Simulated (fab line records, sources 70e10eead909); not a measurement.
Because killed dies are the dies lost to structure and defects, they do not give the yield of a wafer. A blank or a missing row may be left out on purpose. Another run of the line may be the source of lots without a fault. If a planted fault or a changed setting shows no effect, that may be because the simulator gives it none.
Which tool was responsible? | flow nand_harc | Sampling: 14 lots, 42 wafers, 4 of 1159 route steps

== WHAT EACH GAUGE READ, for each wafer ==
NHARC_HYBRID_BOND_OVL_MEAS_05. Usual: overlay_x_nm -2 nm, standard deviation 33; overlay_y_nm 2 nm, standard deviation 31.
lot  | measured     | on         | overlay_x_nm (nm) | overlay_y_nm (nm) | flag
L993 | day 18 15:54 | overlay-02 | -40 -46 -12       | 37 2 13           |
L992 | day 18 15:54 | overlay-01 | 30 64 -13         | -29 14 35         |
L994 | day 18 15:55 | overlay-01 | 13 51 -21         | -30 11 17         |
L995 | day 18 20:14 | overlay-01 | 6 42 -13          | -29 -41 35        |
L996 | day 19 21:12 | overlay-01 | -32 17 -28        | 31 -3 40          |
L997 | day 19 21:13 | overlay-01 | -20 -6 -53        | 26 -12 -30        |
L998 | day 19 21:12 | overlay-02 | -40 -43 -16       | 29 -12 47         |
L102 | day 21 08:53 | overlay-01 | -1 10 0           | -5 -1 1           |
L103 | day 21 14:49 | overlay-02 | -32 -57 -9        | -24 22 34         |
L108 | day 23 01:26 | overlay-01 | -7 30 -31         | 33 42 -38         |
L112 | day 23 16:56 | overlay-02 | 30 10 -13         | -9 10 16          |
L110 | day 23 16:54 | overlay-02 | -12 52 62         | 38 32 -27         |
L114 | day 24 08:07 | overlay-01 | -16 8 -18         | -18 29 17         |
L115 | day 24 08:08 | overlay-02 | -19 -47 -49       | 6 -45 -13         |

NHARC_END_SORT_01. Usual: killed_at_array 29, standard deviation 11; killed_at_other 0.6, standard deviation 0.89; killed_at_periphery 3.8, standard deviation 2.8; killed_dies 33, standard deviation 12; killed_open 3.5, standard deviation 1.9; killed_short 1.9, standard deviation 1.3.
lot  | measured     | on        | killed_at_array | killed_at_other | killed_at_periphery | killed_dies | killed_open | killed_short | flag
L993 | day 20 00:26 | prober-01 | 41 31 42        | 2 2 0           | 5 4 2               | 48 37 44    | 4 6 4       | 2 2 0        |
L992 | day 19 15:51 | prober-01 | 21 33 23        | 0 0 0           | 4 2 5               | 25 35 28    | 3 4 6       | 1 1 0        |
L994 | day 19 15:05 | prober-02 | 15 26 30        | 1 0 0           | 2 1 1               | 18 27 31    | 5 3 5       | 0 2 2        |
L995 | day 19 22:58 | prober-02 | 26 19 29        | 0 2 0           | 4 5 4               | 30 26 33    | 3 5 3       | 4 1 3        |
L996 | day 20 17:25 | prober-02 | 7 12 17         | 1 0 0           | 0 4 2               | 8 16 19     | 2 4 2       | 1 3 2        |
L997 | day 20 18:13 | prober-01 | 23 27 15        | 3 1 1           | 2 3 3               | 28 31 19    | 2 5 3       | 4 1 1        |
L998 | day 21 02:50 | prober-02 | 29 16 22        | 0 1 0           | 5 1 7               | 34 18 29    | 6 0 2       | 0 2 2        |
L102 | day 22 03:11 | prober-01 | 108 104 115     | 4 2 1           | 4 9 6               | 116 115 122 | 7 3 2       | 3 1 0        | OFF
L103 | day 22 08:41 | prober-02 | 106 116 125     | 0 1 0           | 2 2 5               | 108 119 130 | 3 7 4       | 0 1 3        | OFF
L108 | day 23 19:59 | prober-02 | 29 28 25        | 1 1 0           | 3 6 7               | 33 35 32    | 7 7 2       | 2 2 2        |
L112 | day 24 18:34 | prober-02 | 24 17 15        | 0 2 0           | 3 1 2               | 27 20 17    | 4 2 2       | 0 2 3        |
L110 | day 24 10:44 | prober-02 | 11 19 28        | 1 2 3           | 3 2 0               | 15 23 31    | 3 4 4       | 1 2 2        |
L114 | day 25 02:22 | prober-01 | 51 58 53        | 0 0 0           | 9 5 6               | 60 63 59    | 5 2 2       | 2 2 3        |
L115 | day 25 09:25 | prober-01 | 23 22 17        | 0 0 0           | 7 9 8               | 30 31 25    | 3 3 4       | 3 5 2        |

== WHICH TOOL RAN EACH LOT (tool, then ch and the chambers of the sampled wafers, then the start) ==
lot  | NHARC_A_M0_PVD_21            | NHARC_THIN_TSV_STRIP_56
L993 | pvd_sputter-01, day 17 19:13 | plasma_asher-01 ch 0,1, day 19 07:17
L992 | pvd_sputter-01, day 17 20:04 | plasma_asher-02 ch 0,1, day 19 07:01
L994 | pvd_sputter-01, day 17 22:58 | plasma_asher-02 ch 0,1, day 19 08:55
L995 | pvd_sputter-02, day 17 23:05 | plasma_asher-01 ch 0,1, day 19 07:49
L996 | pvd_sputter-02, day 19 01:04 | plasma_asher-02 ch 0,1, day 20 07:52
L997 | pvd_sputter-01, day 19 01:28 | plasma_asher-01 ch 0,1, day 20 10:38
L998 | pvd_sputter-03, day 19 02:11 | plasma_asher-01 ch 0,1, day 20 09:25
L102 | pvd_sputter-01, day 20 12:14 | plasma_asher-02 ch 0,1, day 21 18:07
L103 | pvd_sputter-01, day 20 18:18 | plasma_asher-02 ch 1, day 22 00:10
L108 | pvd_sputter-02, day 22 03:46 | plasma_asher-01 ch 0,1, day 23 11:59
L112 | pvd_sputter-03, day 22 19:04 | plasma_asher-01 ch 0,1, day 24 05:26
L110 | pvd_sputter-03, day 22 19:34 | plasma_asher-02 ch 0,1, day 24 02:30
L114 | pvd_sputter-03, day 23 10:38 | plasma_asher-01 ch 0,1, day 24 18:45
L115 | pvd_sputter-02, day 23 14:56 | plasma_asher-02 ch 0,1, day 24 20:29
- NHARC_A_M0_PVD_21: deposits Cu, target thk 30 nm, time 20.49 s.
- NHARC_THIN_TSV_STRIP_56: strips in O2.

== WHAT THE TOOLS THEMSELVES READ (means of the sampled wafers that have a number; where no wafer has one, the mark that the record gives instead) ==
NHARC_A_M0_PVD_21. Usual: throttle_valve_pct 29.5 %, standard deviation 0.52.
lot  | tool           | throttle_valve_pct (%) | flag
L993 | pvd_sputter-01 | 29.9                   |
L992 | pvd_sputter-01 | 29.5                   |
L994 | pvd_sputter-01 | 29.7                   |
L995 | pvd_sputter-02 | 29.2                   |
L996 | pvd_sputter-02 | 28.8                   |
L997 | pvd_sputter-01 | 30.0                   |
L998 | pvd_sputter-03 | 29.7                   |
L102 | pvd_sputter-01 | 29.8                   |
L103 | pvd_sputter-01 | 29.9                   |
L108 | pvd_sputter-02 | 28.8                   |
L112 | pvd_sputter-03 | 29.5                   |
L110 | pvd_sputter-03 | 30.1                   |
L114 | pvd_sputter-03 | 29.7                   |
L115 | pvd_sputter-02 | 29.2                   |

NHARC_THIN_TSV_STRIP_56. Usual: drypump_motor_current_A 6.18 A, standard deviation 0.2; heater_power_w 332 W, standard deviation 23.
lot  | tool            | drypump_motor_current_A (A) | heater_power_w (W) | flag
L993 | plasma_asher-01 | 6.23                        | 333                |
L992 | plasma_asher-02 | 6.27                        | 317                |
L994 | plasma_asher-02 | 6.15                        | 333                |
L995 | plasma_asher-01 | 6.10                        | 325                |
L996 | plasma_asher-02 | 6.12                        | 325                |
L997 | plasma_asher-01 | 6.11                        | 326                |
L998 | plasma_asher-01 | 6.24                        | 345                |
L102 | plasma_asher-02 | 6.13                        | 331                |
L103 | plasma_asher-02 | 6.00                        | 351                |
L108 | plasma_asher-01 | 6.11                        | 334                |
L112 | plasma_asher-01 | 6.25                        | 348                |
L110 | plasma_asher-02 | 6.13                        | 324                |
L114 | plasma_asher-01 | 6.23                        | 345                |
L115 | plasma_asher-02 | 6.13                        | 328                |

== THE ANSWER, worked out from the rows above alone ==
Rule: lot off if the mean of its wafers having a number is beyond 3 standard deviations from the usual mean. Also off: a lot with no number at a reading for which 4 or more lots have one. The other lots that the step has rows for count as sound. First the gauges in route order, then the tools' own readings, where a lot's mean is used as printed above. At the first step where some lot is off, the reading lying furthest off is the one used; lots without a number count as furthest.
Off: L102, L103 (NHARC_END_SORT_01, killed_at_array).
If a tool, at a process step before that reading, ran all the lots that are off and no sound lot after the first of them, it fits. The gauges at NHARC_END_SORT_01 are tried like those tools. One fits: NHARC_A_M0_PVD_21 on pvd_sputter-01. Its last sound lot is L997 (day 19 01:28), its first lot that is off L102 (day 20 12:14): a fault that began between those two fits.

== WHAT THE SIMULATOR PUT IN ==
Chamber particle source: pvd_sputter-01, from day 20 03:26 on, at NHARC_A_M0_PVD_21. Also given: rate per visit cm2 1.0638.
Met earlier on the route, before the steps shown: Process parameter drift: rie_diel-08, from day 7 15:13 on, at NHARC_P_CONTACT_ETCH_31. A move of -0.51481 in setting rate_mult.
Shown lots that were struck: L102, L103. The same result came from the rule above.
